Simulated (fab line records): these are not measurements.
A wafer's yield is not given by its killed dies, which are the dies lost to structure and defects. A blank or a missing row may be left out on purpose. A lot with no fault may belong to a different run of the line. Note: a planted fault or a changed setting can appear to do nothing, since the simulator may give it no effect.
A struck lot beside a sound one	flow nand-harc	12 steps out of a route of 1159
Sound: wafers L230.2, L230.4, L230.5. Struck: wafers L221.2, L221.3, L221.6. The cause is named last.
At each step with rows: each side's tool, then ch and its chambers, then its first start. Under that, the readings that differ: sound wafers	struck wafers	difference of the means	sigmas: that difference in standard deviations of wafers without a fault.
alike: same words and numbers on both sides, and readings whose means sit less than 2 such deviations apart. not compared: any withheld reading, any reading some wafer has no value for, any bound like >300 that may hide the same value, and any number with overlapping values for which the record gives no deviation.
Wherever a step has rows on one side only, a row that says differs or no value, or a row with sigmas, the two part there. When numbers do not overlap yet have no deviation, they are printed without sigmas and do not part them. Lack of a reading on every wafer of one side parts them only where that side has two or more wafers.

NHARC_A_CHANNEL_FILL_D1_ALD_25: deposits SiOx, target thk 60 nm, pulse time 10 s, ald cycles 600.
  sound on ald-hk-04 ch 2,3, day 13 04:14; struck on ald-hk-03 ch 0,1,3, day 10 20:39
reading	sound	struck	difference	sigmas
heater-power-w (W)	447 441 448	499 523 537	+74	+2
susceptor-temp-C (C)	- - -	300.20 300.17 300.57	no value on the sound wafers	
  alike: precursor-pulse-height-rel
NHARC_A_CHANNEL_FILL_D1_ETCHBACK_08: etches the open film in C4F8, target depth 220 nm, time 110 s.
  sound on rie-diel-10 ch 0,1,2; struck on rie-diel-10 ch 1,2,3
  alike: oes-product-au, rf-vpp-V
  not compared: rf-hours-counter-h
NHARC_A_CHANNEL_FILL_D1_STRIP_29: strips in O2, time 20 s.
  sound on rie-diel-10 ch 1,2; struck on rie-diel-10 ch 0,2
  alike: drypump-motor-current-A, oes-product-au, rf-vpp-V, showerhead-plenum-p-Torr, throttle-valve-pct
  not compared: rf-hours-counter-h
then, 3 steps without rows for these wafers: NHARC_A_CHANNEL_FILL_D1_PRECLEAN_30 (cleans in dHF, time 30 s); NHARC_A_CHANNEL_FILL_D1_SRD_31; NHARC_A_CHANNEL_FILL_D1_CVD_09 (deposits poly-Si, target thk 150 nm, time 3000 s).
NHARC_A_CHANNEL_FILL_D1_CMP_10: polishes, target thk 150 nm.
  sound on cmp-01 ch 1,2, day 13 15:41; struck on cmp-04 ch 1,2,3, day 11 07:52
  alike: motor-current-A, slurry-filter-dp-kPa, time-to-endpoint-s
after that, 1 step had no rows for these wafers: NHARC_A_CHANNEL_FILL_D1_SRD_12.
NHARC_A_CHANNEL_FILL_D1_RTA_24: time 5 s.
  sound on rtp-anneal-01 ch 0, day 13 16:16; struck on rtp-anneal-01 ch 0, day 11 08:34
  alike: anneal-temp-c-max, lamp-power-pct, lamp_zone_1_pct, lamp_zone_2_pct, lamp_zone_4_pct, wafer_temp_C_max
NHARC_A_CHANNEL_FILL_D1_INSPECT_13:
  sound on defect-inspect-01 at day 13 16:26; struck on defect-inspect-02 at day 11 08:44
reading	sound	struck	difference	sigmas
raw-defect-count	304 206 395	834 644 536	+370	+3
NHARC_A_STAIRCASE_DEP_156: deposits SiNx, target thk 50 nm.
  sound on pecvd-04 ch 0,2, day 13 16:51; struck on pecvd-04 ch 0,1,2, day 11 09:14
  alike: heater-power-w, susceptor-temp-C
then, 1 step without rows for these wafers: NHARC_A_STAIRCASE_DEHYDRATE_158 (time 120 s).

== WHERE THEY PART ==
Last at NHARC_A_CHANNEL_FILL_D1_INSPECT_13 as far as this record goes, first at NHARC_A_CHANNEL_FILL_D1_ALD_25. Later steps at which nothing parts them and some readings are alike: NHARC_A_STAIRCASE_DEP_156.

WHY: what the simulator had put in
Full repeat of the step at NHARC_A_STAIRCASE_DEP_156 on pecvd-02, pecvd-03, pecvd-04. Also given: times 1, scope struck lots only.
